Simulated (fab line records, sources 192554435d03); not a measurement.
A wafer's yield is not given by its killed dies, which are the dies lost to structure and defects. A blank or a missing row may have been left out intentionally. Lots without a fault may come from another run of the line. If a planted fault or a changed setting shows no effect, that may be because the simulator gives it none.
fab line records -- flow n5_finfet -- part 1 of 2: steps 1 to 4 of 6
[record] lots = 19, wafers = 57, last_day = 19
route steps=1938 shown BEOL_M3@953 BEOL_M4@1040
lots that met no fault: from a run of the same line without faults
start_h: start of the lot's first displayed wafer, in hours after the record's first day -- wait_h: how many hours have passed since the lot's step before this one -- " same as the row above -- L1.1+2: one row covering several wafers at once -- - no value, or no start was given -- * or withheld: withheld -- < > ~ a bound
route shown NAME@n: names a module that has steps shown in the file, with the first one's number in the route -- usual: mean/standard deviation of fault-free wafers -- same: alike in all rows -- chamber/n: place in a boat -- sites: the reading at each site -- _std_site: standard deviation of those values -- _edge_site: mean of outer sites minus mean of inner sites -- radius_mm: how far each site lies from the wafer's centre -- mask NAME#n: copy n -- behind: the tool/chamber that last shaped the wafer -- hold: what put the lot on hold/how long, in hours/how the hold closed -- device: transistor that didn't switch, given as n, p or np -- end of line: the same wafers' tests at the end of the route -- where a step has no rows: the recipe by itself -- killed: the dies lost at the first sort to structure and to defects; this is not the yield of the wafer -- map: a wafer's dies, x killed, . not, _ none there
set.NAME: the run value of the setting; set.NAME@STEP: its run value at that earlier step -- model.NAME: the simulator's own value behind a step, which no gauge read
a sample of lots followed through the steps of the route, with each step as a table and each wafer as a row
services: the hour from which a tool's chamber was out of use, counted from the record's first day as start_h (under 0 if before that day), plus the number of hours and why
[[steps]]
[step N5_BEOL_M3_STRIP_66]
[recipe] chemistry = CF4, resist = SiARC, power_w = 300, bias_power_w = 75, pressure_mtorr = 50, cf4_flow_sccm = 150, rf_frequency_hz = 6e+07
[usual] drypump_motor_current_A = 5.6/0.47, oes_product_au = 0.77/0.093, rf_vpp_V = 271.4/1.7, showerhead_plenum_p_Torr = 1.81/0.054, throttle_valve_pct = 13.52/0.24
lot.wafer,tool,chamber,start_h,wait_h,drypump_motor_current_A,oes_product_au,rf_hours_counter_h,rf_vpp_V,showerhead_plenum_p_Torr,throttle_valve_pct
L074.2,rie_diel-03,0,156.71,0.0,5.1,0.72,191,272.4,1.85,13.65
L074.4,rie_diel-03,3,156.71,0.0,5.2,0.83,-,271.3,1.82,13.30
L074.6,rie_diel-03,2,156.71,0.0,5.7,0.68,-,271.6,1.82,13.55
L075.2,rie_diel-03,0,160.27,0.0,5.1,0.71,192,271.0,1.85,13.65
L075.4,rie_diel-03,0,160.27,0.0,5.1,0.72,-,273.3,1.85,13.65
L075.5,rie_diel-03,2,160.27,0.0,5.6,0.69,-,272.4,1.82,13.56
L076.3,rie_diel-02,2,171.43,0.0,5.6,0.74,181,271.6,1.85,13.46
L076.4,rie_diel-02,0,171.43,0.0,5.0,0.69,232,271.3,1.85,13.51
L076.5,rie_diel-02,1,171.43,0.0,6.4,0.76,-,270.0,1.75,13.72
L077.1,rie_diel-03,3,179.17,0.0,5.1,0.83,56,272.6,1.82,13.30
L077.5,rie_diel-03,0,179.17,0.0,5.1,0.71,-,272.3,1.85,13.66
L077.6,rie_diel-03,3,179.17,0.0,5.1,0.82,-,270.8,1.82,13.30
L078.1,rie_diel-03,2,184.79,0.0,5.6,0.68,238,273.0,1.82,13.57
L078.4,rie_diel-03,0,184.79,0.0,5.1,0.71,-,271.1,1.85,13.66
L078.5,rie_diel-03,3,184.79,0.0,5.2,0.81,-,271.5,1.82,13.31
L079.1,rie_diel-03,3,185.02,0.0,5.1,0.81,58,270.5,1.82,13.31
L079.2,rie_diel-03,2,185.02,0.0,5.6,0.67,238,273.2,1.82,13.57
L079.3,rie_diel-03,0,185.02,0.0,5.1,0.71,202,272.8,1.85,13.68
L080.1,rie_diel-03,3,192.40,0.0,5.2,0.82,60,272.2,1.82,13.31
L080.2,rie_diel-03,1,192.40,0.0,6.4,0.97,1,271.0,1.76,13.02
L080.4,rie_diel-03,2,192.40,0.0,5.6,0.67,240,271.5,1.82,13.59
L081.2,rie_diel-03,0,193.62,0.0,5.1,0.71,205,271.8,1.85,13.69
L081.3,rie_diel-03,2,193.62,0.0,5.6,0.67,241,273.8,1.82,13.59
L081.4,rie_diel-03,1,193.62,0.0,6.3,0.96,1,271.0,1.76,13.01
L082.3,rie_diel-02,2,198.98,0.0,5.5,0.72,190,275.2,1.85,13.48
L082.5,rie_diel-02,3,198.98,0.0,6.0,0.72,-,269.1,1.73,13.78
L082.6,rie_diel-02,0,198.98,0.0,5.0,0.69,-,271.0,1.85,13.51
L084.3,rie_diel-03,0,240.28,0.0,5.1,0.71,218,273.4,1.85,13.72
L084.5,rie_diel-03,0,240.28,0.0,5.1,0.70,-,271.1,1.85,13.71
L084.6,rie_diel-03,3,240.28,0.0,5.2,0.80,-,273.4,1.81,13.34
L085.3,rie_diel-02,3,245.87,0.0,6.0,0.71,211,269.7,1.72,13.81
L085.4,rie_diel-02,2,245.87,0.0,5.5,0.71,-,272.3,1.84,13.54
L085.6,rie_diel-02,3,245.87,0.0,6.0,0.71,-,270.0,1.72,13.80
L086.2,rie_diel-05,2,246.67,0.0,5.6,0.98,2,273.2,1.91,13.27
L086.3,rie_diel-05,1,246.67,0.0,5.4,0.82,75,273.8,1.88,13.34
L086.5,rie_diel-05,1,246.67,0.0,5.4,0.83,-,273.0,1.88,13.32
L087.1,rie_diel-05,2,250.80,0.0,5.6,0.95,5,274.2,1.91,13.27
L087.2,rie_diel-05,0,250.80,0.0,5.6,0.92,17,269.3,1.76,13.39
L087.5,rie_diel-05,0,250.80,0.0,5.6,0.93,-,271.1,1.76,13.39
L090.4,rie_diel-03,1,258.50,0.0,6.4,0.90,16,270.5,1.76,13.02
L090.5,rie_diel-03,0,258.50,0.0,5.1,0.70,-,270.5,1.85,13.72
L090.6,rie_diel-03,3,258.50,0.0,5.2,0.80,-,272.8,1.81,13.36
L089.2,rie_diel-02,1,258.54,0.0,6.4,0.75,152,269.6,1.74,13.81
L089.3,rie_diel-02,3,258.54,0.0,6.0,0.71,217,268.0,1.72,13.81
L089.5,rie_diel-02,2,258.54,0.0,5.6,0.71,-,273.3,1.84,13.55
L092.3,rie_diel-05,0,269.74,0.0,5.6,0.90,22,268.9,1.76,13.41
L092.4,rie_diel-05,1,269.74,0.0,5.4,0.81,-,271.7,1.88,13.35
L092.5,rie_diel-05,0,269.74,0.0,5.6,0.91,-,269.2,1.76,13.41
L091.2,rie_diel-02,1,277.42,0.0,6.4,0.74,158,268.0,1.74,13.82
L091.4,rie_diel-02,3,277.42,0.0,6.0,0.71,-,267.2,1.72,13.83
L091.6,rie_diel-02,2,277.42,0.0,5.6,0.71,-,272.0,1.84,13.55
L093.1,rie_diel-05,0,280.08,0.0,5.6,0.90,26,273.2,1.75,13.41
L093.2,rie_diel-05,2,280.08,0.0,5.6,0.93,14,272.4,1.91,13.28
L093.6,rie_diel-05,0,280.08,0.0,5.5,0.89,-,271.6,1.75,13.44
L095.2,rie_diel-02,1,284.29,0.0,6.4,0.74,160,267.5,1.74,13.81
L095.3,rie_diel-02,3,284.29,0.0,6.0,0.71,225,268.7,1.72,13.81
L095.6,rie_diel-02,3,284.29,0.0,6.0,0.70,-,270.4,1.72,13.85
[step N5_BEOL_M3_ETCH_69]
[recipe] chemistry = CF4, target = SiARC, target_depth_a = 156, mask_material = CAR-EUV, time_s = 26, ion_energy_ev = 80, pressure_mtorr = 40, source_w = 545, bias_w = 36, Ar_flow_sccm = 100, cf4_flow_sccm = 100, ends = cleared
[usual] drypump_motor_current_A = 5.6/0.45, etch_rf_on_time_s = 26.1/0.73, mfc_ar_sccm = 100.06/0.29, oes_product_au = 0.67/0.09, rf_vpp_V = 184.2/1.2, showerhead_plenum_p_Torr = 2.16/0.07, throttle_valve_pct = 15.52/0.22
lot.wafer,tool,chamber,start_h,wait_h,drypump_motor_current_A,etch_rf_on_time_s,mfc_ar_sccm,oes_product_au,rf_hours_counter_h,rf_vpp_V,showerhead_plenum_p_Torr,throttle_valve_pct
L074.2,rie_diel-03,3,157.55,0.0,5.2,25.8,100.20,0.72,47,183.5,2.18,15.37
L074.4,rie_diel-03,0,157.55,0.0,5.1,25.2,100.35,0.63,-,184.8,2.21,15.62
L074.6,rie_diel-03,2,157.55,0.0,5.6,27.0,99.65,0.57,-,184.1,2.18,15.51
L075.2,rie_diel-03,3,161.32,0.0,5.2,25.9,100.16,0.72,48,184.6,2.18,15.38
L075.4,rie_diel-03,3,161.32,0.0,5.2,25.9,99.82,0.72,-,184.3,2.18,15.37
L075.5,rie_diel-03,0,161.32,0.0,5.1,25.5,100.42,0.63,-,185.3,2.21,15.60
L076.3,rie_diel-05,0,172.15,0.0,5.6,26.1,99.93,0.60,247,183.0,2.10,15.90
L076.4,rie_diel-05,0,172.15,0.0,5.6,26.3,99.71,0.60,-,183.6,2.10,15.89
L076.5,rie_diel-05,1,172.15,0.0,5.5,24.9,100.56,0.76,-,184.8,2.27,15.34
L077.1,rie_diel-03,0,179.88,0.0,5.1,25.2,99.87,0.62,200,184.4,2.20,15.65
L077.5,rie_diel-03,2,179.88,0.0,5.6,26.7,100.20,0.57,-,185.0,2.18,15.54
L077.6,rie_diel-03,3,179.88,0.0,5.2,25.4,100.17,0.72,-,182.3,2.18,15.39
L078.1,rie_diel-05,3,185.68,0.0,4.9,26.4,100.16,0.59,219,183.6,2.20,15.63
L078.4,rie_diel-05,1,185.68,0.0,5.4,25.3,100.28,0.75,-,185.9,2.27,15.36
L078.5,rie_diel-05,2,185.68,0.0,5.5,26.1,100.04,0.57,-,182.3,2.03,15.78
L079.1,rie_diel-02,2,185.75,0.0,5.6,27.1,100.37,0.62,186,184.9,2.20,15.45
L079.2,rie_diel-02,3,185.75,0.0,6.0,26.5,100.37,0.62,190,181.6,2.06,15.76
L079.3,rie_diel-02,0,185.75,0.0,5.0,26.6,99.87,0.59,236,185.4,2.20,15.47
L080.1,rie_diel-03,1,193.23,0.0,6.4,25.8,99.73,0.83,1,184.4,2.11,15.07
L080.2,rie_diel-03,2,193.23,0.0,5.6,27.5,100.09,0.56,241,185.7,2.18,15.55
L080.4,rie_diel-03,3,193.23,0.0,5.2,26.3,100.00,0.70,61,185.7,2.18,15.42
L081.2,rie_diel-03,3,194.59,0.0,5.2,25.6,100.10,0.71,61,185.2,2.18,15.41
L081.3,rie_diel-03,1,194.59,0.0,6.3,25.2,99.50,0.84,2,184.0,2.11,15.08
L081.4,rie_diel-03,2,194.59,0.0,5.6,27.0,99.95,0.56,242,183.6,2.18,15.55
L082.3,rie_diel-02,2,199.83,0.0,5.6,26.9,99.56,0.61,190,186.1,2.20,15.45
L082.5,rie_diel-02,2,199.83,0.0,5.6,26.6,99.33,0.62,-,185.4,2.20,15.44
L082.6,rie_diel-02,1,199.83,0.0,6.5,26.7,99.96,0.65,-,182.7,2.08,15.79
L084.3,rie_diel-02,2,241.34,0.0,5.6,26.8,99.87,0.61,206,185.6,2.19,15.46
L084.5,rie_diel-02,2,241.34,0.0,5.6,26.3,100.41,0.61,-,184.5,2.19,15.47
L084.6,rie_diel-02,1,241.34,0.0,6.4,26.5,100.06,0.64,-,182.4,2.08,15.81
L085.3,rie_diel-02,3,247.44,0.0,6.0,26.9,100.03,0.60,212,183.8,2.05,15.82
L085.4,rie_diel-02,1,247.44,0.0,6.5,26.4,100.81,0.64,-,183.5,2.07,15.83
L085.6,rie_diel-02,2,247.44,0.0,5.5,27.1,100.19,0.61,-,183.5,2.19,15.48
L086.2,rie_diel-05,3,247.47,0.0,4.9,26.3,100.15,0.58,244,184.5,2.19,15.68
L086.3,rie_diel-05,1,247.47,0.0,5.4,25.0,100.08,0.73,76,185.9,2.26,15.39
L086.5,rie_diel-05,1,247.47,0.0,5.4,25.1,100.54,0.72,-,185.4,2.26,15.40
L087.1,rie_diel-02,3,251.51,0.0,6.0,27.2,100.19,0.60,214,182.6,2.05,15.79
L087.2,rie_diel-02,2,251.51,0.0,5.6,27.0,100.17,0.60,212,184.0,2.19,15.47
L087.5,rie_diel-02,1,251.51,0.0,6.5,26.6,99.87,0.64,-,183.3,2.07,15.83
L090.4,rie_diel-05,3,259.34,0.0,4.9,26.4,100.46,0.57,248,185.1,2.19,15.67
L090.5,rie_diel-05,1,259.34,0.0,5.5,25.1,99.75,0.72,-,185.9,2.26,15.42
L090.6,rie_diel-05,0,259.34,0.0,5.6,25.3,100.15,0.80,-,184.0,2.09,15.46
L089.2,rie_diel-05,3,259.52,0.0,4.9,26.7,99.69,0.57,248,185.1,2.19,15.69
L089.3,rie_diel-05,0,259.52,0.0,5.5,25.7,100.14,0.80,20,182.6,2.09,15.44
L089.5,rie_diel-05,0,259.52,0.0,5.5,25.7,99.70,0.79,-,184.0,2.09,15.44
L092.3,rie_diel-02,3,270.75,0.0,6.0,27.1,99.86,0.60,221,184.4,2.05,15.82
L092.4,rie_diel-02,0,270.75,0.0,5.0,25.5,100.54,0.84,4,183.3,2.20,14.98
L092.5,rie_diel-02,3,270.75,0.0,6.0,27.0,99.85,0.60,-,182.1,2.05,15.82
L091.2,rie_diel-03,0,278.13,0.0,5.1,25.6,100.14,0.61,225,185.8,2.20,15.72
L091.4,rie_diel-03,3,278.13,0.0,5.2,26.2,100.62,0.68,82,183.8,2.17,15.45
L091.6,rie_diel-03,3,278.13,0.0,5.2,26.3,100.15,0.68,-,184.9,2.17,15.44
L093.1,rie_diel-02,2,280.82,0.0,5.6,27.5,100.77,0.59,221,184.5,2.19,15.49
L093.2,rie_diel-02,1,280.82,0.0,6.5,26.5,100.20,0.63,159,182.8,2.07,15.84
L093.6,rie_diel-02,1,280.82,0.0,6.4,26.9,100.01,0.62,-,181.3,2.07,15.82
L095.2,rie_diel-02,1,285.01,0.0,6.5,26.6,99.52,0.63,160,184.0,2.07,15.83
L095.3,rie_diel-02,3,285.01,0.0,6.0,26.9,99.86,0.60,225,182.4,2.05,15.81
L095.6,rie_diel-02,1,285.01,0.0,6.4,26.6,99.74,0.63,-,183.4,2.07,15.84
[step N5_BEOL_M3_STRIP_36]
[recipe] chemistry = N2/H2, power_w = 450, temp_c = 40, pressure_mtorr = 20, rf_frequency_hz = 6e+07, overash_fraction = 0.3, bias_power_w = 7, h2_frac = 0.5, n2_flow_sccm = 200, h2_flow_sccm = 200
[usual] drypump_motor_current_A = 5.6/0.42, h2_flow_sccm = 200.0/0.59, oes_product_au = 0.81/0.11, rf_vpp_V = 59.3/1.5, showerhead_plenum_p_Torr = 2.56/0.099, throttle_valve_pct = 23.34/0.19
lot.wafer,tool,chamber,start_h,wait_h,drypump_motor_current_A,h2_flow_sccm,oes_product_au,rf_hours_counter_h,rf_vpp_V,showerhead_plenum_p_Torr,throttle_valve_pct
L074.2,rie_diel-05,0,160.45,0.0,5.6,199.9,0.70,243,58.5,2.50,23.60
L074.4,rie_diel-05,1,160.45,0.0,5.5,200.5,0.89,42,57.7,2.69,23.04
L074.6,rie_diel-05,2,160.45,0.0,5.6,199.5,0.67,-,58.8,2.39,23.43
L075.2,rie_diel-02,2,166.91,0.0,5.6,200.8,0.74,180,61.7,2.63,23.51
L075.4,rie_diel-02,0,166.91,0.0,5.0,199.9,0.69,231,60.6,2.61,23.44
L075.5,rie_diel-02,1,166.91,0.0,6.5,199.9,0.78,-,57.2,2.43,23.52
L076.3,rie_diel-05,2,178.00,0.0,5.6,199.9,0.66,242,59.9,2.38,23.43
L076.4,rie_diel-05,1,178.00,0.0,5.4,199.3,0.86,-,58.4,2.69,23.02
L076.5,rie_diel-05,2,178.00,0.0,5.5,199.2,0.66,-,57.0,2.38,23.43
L077.1,rie_diel-03,3,183.99,0.0,5.1,199.8,0.83,58,57.1,2.58,23.55
L077.5,rie_diel-03,2,183.99,0.0,5.7,198.9,0.67,-,60.5,2.61,23.50
L077.6,rie_diel-03,0,183.99,0.0,5.1,200.5,0.72,-,57.6,2.61,23.40
L078.1,rie_diel-03,0,187.74,0.0,5.1,199.7,0.72,203,60.7,2.61,23.42
L078.4,rie_diel-03,3,187.74,0.0,5.2,200.1,0.83,-,57.3,2.58,23.55
L078.5,rie_diel-03,2,187.74,0.0,5.7,199.5,0.67,-,59.5,2.61,23.49
L079.1,rie_diel-05,3,187.74,0.0,4.9,199.4,0.71,220,58.2,2.59,23.22
L079.2,rie_diel-05,1,187.74,0.0,5.5,200.9,0.87,51,58.6,2.68,23.06
L079.3,rie_diel-05,2,187.74,0.0,5.6,199.5,0.67,247,59.1,2.38,23.47
L080.1,rie_diel-03,3,215.94,0.0,5.1,199.7,0.82,67,59.8,2.58,23.58
L080.2,rie_diel-03,2,215.94,0.0,5.7,199.9,0.67,247,59.2,2.60,23.51
L080.4,rie_diel-03,0,215.94,0.0,5.1,200.2,0.72,210,58.6,2.61,23.43
L081.2,rie_diel-03,3,219.35,0.0,5.2,201.0,0.82,68,60.8,2.58,23.59
L081.3,rie_diel-03,0,219.35,0.0,5.1,200.1,0.71,211,60.2,2.61,23.41
L081.4,rie_diel-03,1,219.35,0.0,6.3,200.2,0.93,8,61.4,2.48,23.09
L082.3,rie_diel-05,3,234.13,0.0,4.9,200.0,0.69,238,62.2,2.58,23.23
L082.5,rie_diel-05,3,234.13,0.0,4.9,199.7,0.70,-,59.3,2.58,23.24
L082.6,rie_diel-05,1,234.13,0.0,5.5,199.9,0.84,-,60.1,2.68,23.06
L084.3,rie_diel-05,1,270.01,0.0,5.4,199.5,0.83,83,60.0,2.67,23.08
L084.5,rie_diel-05,0,270.01,0.0,5.6,199.8,0.92,-,56.6,2.49,23.38
L084.6,rie_diel-05,1,270.01,0.0,5.4,200.0,0.83,-,60.6,2.67,23.08
L085.3,rie_diel-05,2,272.68,0.0,5.6,200.2,0.98,-,60.8,2.70,23.30
L085.4,rie_diel-05,0,272.68,0.0,5.6,199.7,0.93,-,58.1,2.49,23.41
L085.6,rie_diel-05,2,272.68,0.0,5.6,200.1,0.98,-,60.2,2.69,23.33
L086.2,rie_diel-02,2,275.81,0.0,5.6,200.8,0.73,219,59.5,2.62,23.59
L086.3,rie_diel-02,1,275.81,0.0,6.4,200.2,0.74,156,57.5,2.42,23.58
L086.5,rie_diel-02,2,275.81,0.0,5.6,200.8,0.71,-,59.8,2.62,23.54
L089.2,rie_diel-02,3,278.80,0.0,6.0,199.6,0.70,223,57.3,2.38,23.24
L089.3,rie_diel-02,2,278.80,0.0,5.5,200.5,0.72,221,58.4,2.62,23.55
L089.5,rie_diel-02,3,278.80,0.0,6.1,200.5,0.70,-,57.1,2.38,23.24
L087.1,rie_diel-05,1,282.42,0.0,5.4,199.8,0.82,87,58.2,2.67,23.08
L087.2,rie_diel-05,0,282.42,0.0,5.5,200.8,0.92,27,58.7,2.48,23.38
L087.5,rie_diel-05,0,282.42,0.0,5.6,200.4,0.91,-,56.9,2.49,23.41
L090.4,rie_diel-05,0,288.10,0.0,5.6,200.2,0.93,29,57.5,2.48,23.39
L090.5,rie_diel-05,3,288.10,0.0,5.0,200.3,1.03,-,60.3,2.57,23.03
L090.6,rie_diel-05,0,288.10,0.0,5.6,200.6,0.93,-,57.4,2.48,23.39
L092.3,rie_diel-03,0,288.12,0.0,5.1,200.4,0.70,227,59.0,2.60,23.48
L092.4,rie_diel-03,2,288.12,0.0,5.6,199.5,0.95,10,61.8,2.60,23.23
L092.5,rie_diel-03,1,288.12,0.0,6.4,201.0,0.90,-,59.3,2.47,23.08
L091.2,rie_diel-02,2,291.20,0.0,5.6,200.5,0.71,225,59.1,2.61,23.56
L091.4,rie_diel-02,3,291.20,0.0,6.0,200.0,0.69,227,57.4,2.38,23.26
L091.6,rie_diel-02,2,291.20,0.0,5.6,200.0,0.70,-,58.2,2.61,23.56
L093.1,rie_diel-03,2,293.86,0.0,5.6,198.9,0.95,12,57.6,2.60,23.27
L093.2,rie_diel-03,0,293.86,0.0,5.1,199.0,0.69,229,57.6,2.60,23.45
L093.6,rie_diel-03,2,293.86,0.0,5.6,198.5,0.93,-,60.3,2.60,23.23
L095.2,rie_diel-02,1,295.16,0.0,6.4,200.0,0.73,163,59.4,2.42,23.61
L095.3,rie_diel-02,2,295.16,0.0,5.5,200.4,0.71,226,60.2,2.61,23.58
L095.6,rie_diel-02,1,295.16,0.0,6.4,200.2,0.74,-,60.3,2.42,23.57
[step N5_BEOL_M3_SPUTTER_88]
[recipe] material = Cu, target_thk_a = 45, temp_c = -20, chamber_pressure_pa = 0.07, power_w = withheld, time_s = 8.29
[usual] chuck_gas_flow_sccm = 1.26/0.054, substrate_temp_c = -20.00/0.11, susceptor_temp_C = -20.01/0.11, throttle_valve_pct = 29.8/0.75
[same] time_s = 8.29
lot.wafer,tool,chamber,start_h,wait_h,chuck_gas_flow_sccm,substrate_temp_c,susceptor_temp_C,throttle_valve_pct
L074.2,pvd_sputter-01,-,164.39,0.1,1.31,-19.91,-19.96,30.1
L074.4,pvd_sputter-01,-,164.39,0.1,1.26,-19.97,-20.01,28.2
L074.6,pvd_sputter-01,-,164.39,0.1,1.26,-20.01,-20.11,28.3
L075.2,pvd_sputter-03,-,169.41,0.1,1.13,-20.06,-20.01,29.2
L075.4,pvd_sputter-03,-,169.41,0.1,1.37,-20.12,-19.95,30.6
L075.5,pvd_sputter-03,-,169.41,0.1,1.29,-19.95,-20.05,29.5
L076.3,pvd_sputter-02,-,181.98,0.1,1.25,-19.87,-19.82,29.7
L076.4,pvd_sputter-02,-,181.98,0.1,1.22,-19.95,-20.21,29.3
L076.5,pvd_sputter-02,-,181.98,0.1,1.26,-20.07,-20.01,29.0
L077.1,pvd_sputter-01,-,186.03,0.1,1.30,-19.98,-19.84,30.2
L077.5,pvd_sputter-01,-,186.03,0.1,1.41,-19.96,-19.91,29.9
L077.6,pvd_sputter-01,-,186.03,0.1,1.23,-19.96,-20.04,30.2
L079.1,pvd_sputter-01,-,189.92,0.1,1.29,-19.94,-19.91,28.3
L079.2,pvd_sputter-01,-,189.92,0.1,1.23,-20.11,-19.90,30.3
L079.3,pvd_sputter-01,-,189.92,0.1,1.23,-19.91,-20.01,29.9
L078.1,pvd_sputter-03,-,190.04,0.1,1.14,-20.11,-20.08,29.5
L078.4,pvd_sputter-03,-,190.04,0.1,1.20,-20.18,-20.17,30.9
L078.5,pvd_sputter-03,-,190.04,0.1,1.18,-20.11,-20.14,29.2
L080.1,pvd_sputter-03,-,217.94,0.1,1.27,-20.03,-20.10,30.7
L080.2,pvd_sputter-03,-,217.94,0.1,1.19,-20.10,-20.07,29.7
L080.4,pvd_sputter-03,-,217.94,0.1,1.26,-20.04,-19.94,29.2
L081.2,pvd_sputter-03,-,221.52,0.1,1.27,-19.94,-20.04,29.7
L081.3,pvd_sputter-03,-,221.52,0.1,1.23,-19.89,-20.03,29.2
L081.4,pvd_sputter-03,-,221.52,0.1,1.19,-19.93,-20.01,29.2
L082.3,pvd_sputter-01,-,237.59,0.1,1.28,-19.82,-20.03,29.9
L082.5,pvd_sputter-01,-,237.59,0.1,1.25,-20.04,-20.02,30.0
L082.6,pvd_sputter-01,-,237.59,0.1,1.24,-19.82,-19.94,29.9
L084.3,pvd_sputter-02,-,271.84,0.1,1.26,-20.00,-20.02,30.0
L084.5,pvd_sputter-02,-,271.84,0.1,1.23,-19.87,-19.97,30.2
L084.6,pvd_sputter-02,-,271.84,0.1,1.27,-20.11,-20.32,29.7
L085.3,pvd_sputter-02,-,276.58,0.1,1.27,-20.03,-19.99,29.9
L085.4,pvd_sputter-02,-,276.58,0.1,1.20,-20.04,-19.90,29.7
L085.6,pvd_sputter-02,-,276.58,0.1,1.16,-19.86,-20.06,29.6
L086.2,pvd_sputter-03,-,278.16,0.1,1.22,-20.15,-19.96,29.4
L086.3,pvd_sputter-03,-,278.16,0.1,1.23,-20.31,-19.83,29.8
L086.5,pvd_sputter-03,-,278.16,0.1,1.37,-20.01,-20.09,29.4
L089.2,pvd_sputter-02,-,281.12,0.1,1.30,-19.94,-20.24,29.2
L089.3,pvd_sputter-02,-,281.12,0.1,1.31,-20.05,-20.07,30.2
L089.5,pvd_sputter-02,-,281.12,0.1,1.24,-20.02,-19.87,29.8
L087.1,pvd_sputter-01,-,285.18,0.1,1.28,-20.09,-19.94,28.2
L087.2,pvd_sputter-01,-,285.18,0.1,1.32,-19.92,-20.09,30.0
L087.5,pvd_sputter-01,-,285.18,0.1,1.15,-19.87,-19.96,30.1
L090.4,pvd_sputter-03,-,290.08,0.1,1.33,-20.02,-19.75,29.1
L090.5,pvd_sputter-03,-,290.08,0.1,1.23,-19.87,-19.81,29.5
L090.6,pvd_sputter-03,-,290.08,0.1,1.21,-19.99,-20.03,30.4
L092.3,pvd_sputter-02,-,292.18,0.1,1.32,-19.95,-20.03,29.2
L092.4,pvd_sputter-02,-,292.18,0.1,1.18,-19.99,-20.07,29.7
L092.5,pvd_sputter-02,-,292.18,0.1,1.25,-19.97,-20.07,29.8
L091.2,pvd_sputter-02,-,294.10,0.1,1.30,-19.93,-19.98,30.3
L091.4,pvd_sputter-02,-,294.10,0.1,1.30,-20.15,-20.12,29.0
L091.6,pvd_sputter-02,-,294.10,0.1,1.20,-20.16,-19.93,29.7
L093.1,pvd_sputter-01,-,296.56,0.1,1.30,-20.14,-20.00,30.1
L093.2,pvd_sputter-01,-,296.56,0.1,1.31,-19.97,-20.05,28.1
L093.6,pvd_sputter-01,-,296.56,0.1,1.28,-19.93,-20.03,31.2
L095.2,pvd_sputter-02,-,299.18,0.1,1.23,-20.12,-19.94,29.6
L095.3,pvd_sputter-02,-,299.18,0.1,1.27,-19.90,-20.05,29.0
L095.6,pvd_sputter-02,-,299.18,0.1,1.32,-20.02,-20.05,28.9
